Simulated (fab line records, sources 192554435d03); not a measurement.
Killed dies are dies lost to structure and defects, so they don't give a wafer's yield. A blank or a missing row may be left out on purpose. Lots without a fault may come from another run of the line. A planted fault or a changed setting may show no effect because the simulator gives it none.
One fault seen from 2 desks | flow n5_finfet | each desk has only its own numbers; what lay behind them comes last

THE TOOL OWNER'S DESK: litho_track-04
The tool's own readings at N5_HKMG_FIN_COAT_41 (time 60 s, resist thk 300 nm): means of the sampled wafers that have a number, for each lot that ran on this tool. A lot is out of limits, marked OUT, if its mean lies more than 4 standard deviations from the usual mean; the brackets give that distance.
Columns: A = spin_speed_rpm at N5_HKMG_FIN_COAT_41, usual 1500.0 rpm
lot  | first seen here | A
L237 | day 5 15:09     | 1499.4
L244 | day 7 08:29     | 1500.2
L250 | day 8 21:06     | 1812.8 (+99 or more) OUT
L251 | day 9 03:28     | 1812.6 (+99 or more) OUT
This desk's finding: out of limits on L250, L251; first on L250, day 8 21:06 (spin_speed_rpm at N5_HKMG_FIN_COAT_41). In limits: L237, L244.

THE METROLOGY DESK
What the gauges read, lot by lot, whatever tool the lot ran on: means of the sampled wafers that have a number. A lot is out of limits, marked OUT, if its mean lies more than 4 standard deviations from the usual mean; the brackets give that distance. Of its 12 readings 7 are shown: those that lie furthest out on some lot.
Columns: A = DIBL_N at N5_BEOL_M4_RC_MEAS_101, usual 35.8 mV/V; B = DIBL_P at N5_BEOL_M4_RC_MEAS_101, usual 35.3 mV/V; C = IOFF_P at N5_BEOL_M4_RC_MEAS_101, usual 0.194 nA/um; D = ION_N at N5_BEOL_M4_RC_MEAS_101, usual 667 uA/um; E = ION_P at N5_BEOL_M4_RC_MEAS_101, usual 456 uA/um; F = VT_N at N5_BEOL_M4_RC_MEAS_101, usual 251 mV; G = VT_P at N5_BEOL_M4_RC_MEAS_101, usual -252 mV
lot  | first seen here | A    | B    | C     | D   | E   | F   | G
L231 | day 4 00:38     | 34.9 | 35.1 | 0.173 | 667 | 458 | 254 | -255
L233 | day 4 11:12     | 36.6 | 36.7 | 0.207 | 667 | 457 | 251 | -252
L234 | day 4 16:25     | 35.6 | 38.1 | 0.194 | 671 | 457 | 250 | -253
L237 | day 5 13:48     | 35.0 | 34.3 | 0.161 | 649 | 448 | 255 | -257
L239 | day 6 05:56     | 36.4 | 35.5 | 0.223 | 669 | 464 | 250 | -246
L242 | day 6 23:35     | 35.5 | 35.1 | 0.203 | 671 | 465 | 252 | -250
L244 | day 7 07:05     | 36.1 | 34.9 | 0.185 | 662 | 451 | 251 | -252
L250 | day 8 19:54     | 36.2 | 34.5 | 0.226 | 670 | 465 | 246 | -247
L251 | day 9 02:17     | 33.5 | 32.6 | 0.156 | 656 | 450 | 252 | -255
L252 | day 9 05:01     | 35.1 | 36.1 | 0.190 | 669 | 461 | 253 | -252
This desk's finding: nothing out of limits on any of the 10 lots.

PUT TOGETHER
The tool owner's desk could have raised an alarm at day 8 21:06, on L250, L251.
The metrology desk saw nothing out of limits.
The metrology desk has L250, L251 on record, within its limits.
Of the lots named, all ran N5_HKMG_FIN_COAT_41 on litho_track-04.

WHAT THE SIMULATOR HAD PUT IN
Process parameter drift: litho_track-04, from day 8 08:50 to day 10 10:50, at N5_HKMG_FIN_COAT_41. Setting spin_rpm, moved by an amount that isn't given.
Lots struck among those shown: L250, L251.
Hours from the fault's start to each desk's first reading out of limits: the tool owner's desk, 12.
